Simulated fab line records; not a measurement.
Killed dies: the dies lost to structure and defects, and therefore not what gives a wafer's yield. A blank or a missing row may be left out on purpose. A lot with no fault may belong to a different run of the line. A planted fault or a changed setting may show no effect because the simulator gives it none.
Problem report in the 8D (eight disciplines) form, filled by code	flow nand-harc	the parts of the form that need people (team, actions taken, sign-off) are left out

## 1. WHAT IS WRONG
Wafers without a fault read 64, standard deviation 21; killed-dies at NHARC_END_SORT_01 reads a mean of 202 on 3 wafers belonging to 2 lots. Measured from the usual mean, that is +6.6 standard deviations.
First seen on wafer L800.2, day 32 02:37, on prober-02. At this step, 9 wafers from 3 lots have a number in the record. The rule behind "out" and "out of limits": a value lying over 4 standard deviations away from the usual mean. The rest of the wafers with a number are treated as sound.

## 2. WHAT IT IS; WHAT IT IS NOT
question	is	is not
which readings at this step	killed-dies, killed-at-array	killed-at-periphery, killed-open, killed-short
which lots	L800, L801	L792
which wafers of those lots	L800.2, L801.2, L801.6	L800.1, L800.4, L801.4
read on which gauges	prober-01, prober-02	-
when	from day 32 02:37	up to then (4 sound wafers); but 2 sound wafers of L800, L801 came after

## 3. SUSPECTS, AND WHAT RULES EACH OUT
Counting: any tool at a process step up to the reading remains a suspect provided it ran every lot that is out. Sound lots after the first of them don't rule it out here, since some wafers of a struck lot are sound.
- the gauge at NHARC_END_SORT_01: ruled out. Those wafers that are out were read across 2 gauges (prober-01, prober-02).
- rie-diel-09 at NHARC_A_CHANNEL_HOLE_D2_ETCH_16 (etches the open film in O2/COS, target depth 3100 nm, time 806 s): kept. It ran every lot that is out, first L800 (day 20 14:14). NHARC_A_CHANNEL_HOLE_D2_ETCH_16: start missing for some lots; hours and lot order therefore follow NHARC_A_CHANNEL_HOLE_D2_ETCH_24.
- rie-diel-12 at NHARC_A_CHANNEL_HOLE_D2_ETCH_44 (etches the open film in CF4/O2, target depth 140 nm, overetch 14 nm, time 77 s): kept. It ran every lot that is out, first L800 (day 20 16:50). Out on those wafers are its own readings of run-length-s.
After counting, rie-diel-09 at NHARC_A_CHANNEL_HOLE_D2_ETCH_16 and rie-diel-12 at NHARC_A_CHANNEL_HOLE_D2_ETCH_44 remain.

## 4. THE CAUSE (what the simulator had put in)
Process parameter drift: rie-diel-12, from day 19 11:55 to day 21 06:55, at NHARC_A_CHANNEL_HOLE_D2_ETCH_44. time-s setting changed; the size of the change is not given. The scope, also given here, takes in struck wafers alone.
2 suspects survive the count, and this tool is in that group.

## 5. THE CHAIN OF EFFECTS, in route order
One row per reading whose mean, taken over the struck wafers that have a number, lies over 3 standard deviations from the usual. Readings are gone through only where the record gives a usual standard deviation; hours: the median, over the lots, of the time from a lot's start at the first step in this table giving one to that lot's start at this step; sigmas: the change measured in usual standard deviations.
hours	step	reading	usual	on struck wafers	change	sigmas
0	NHARC_A_CHANNEL_HOLE_D2_ETCH_44	run-length-s	98.4 s	92.5	-5.9	-11
270	NHARC_END_SORT_01	killed-at-array	59	193	+134	+6.7
270	NHARC_END_SORT_01	killed-dies	64	202	+138	+6.6
Here are the process steps it includes:
- NHARC_A_CHANNEL_HOLE_D2_ETCH_44: etches the open film in CF4/O2, target depth 140 nm, overetch 14 nm, time 77 s.

## 6. WHAT WOULD HAVE CAUGHT IT SOONER
303 hours passed between the start of the fault at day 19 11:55 and the first reading out of limits at a measuring or inspecting step in this record, taken at day 32 02:37.
At NHARC_A_CHANNEL_HOLE_D2_ETCH_44, the tool's own readings (run-length-s) were out on each struck wafer the step has a row for, so an alarm limit on them would have fired on the first such wafer.
By day 32 02:37, every lot that is out (2) had started NHARC_A_CHANNEL_HOLE_D2_ETCH_44 on rie-diel-12. Tool hold at that time: it would have spared none of them.
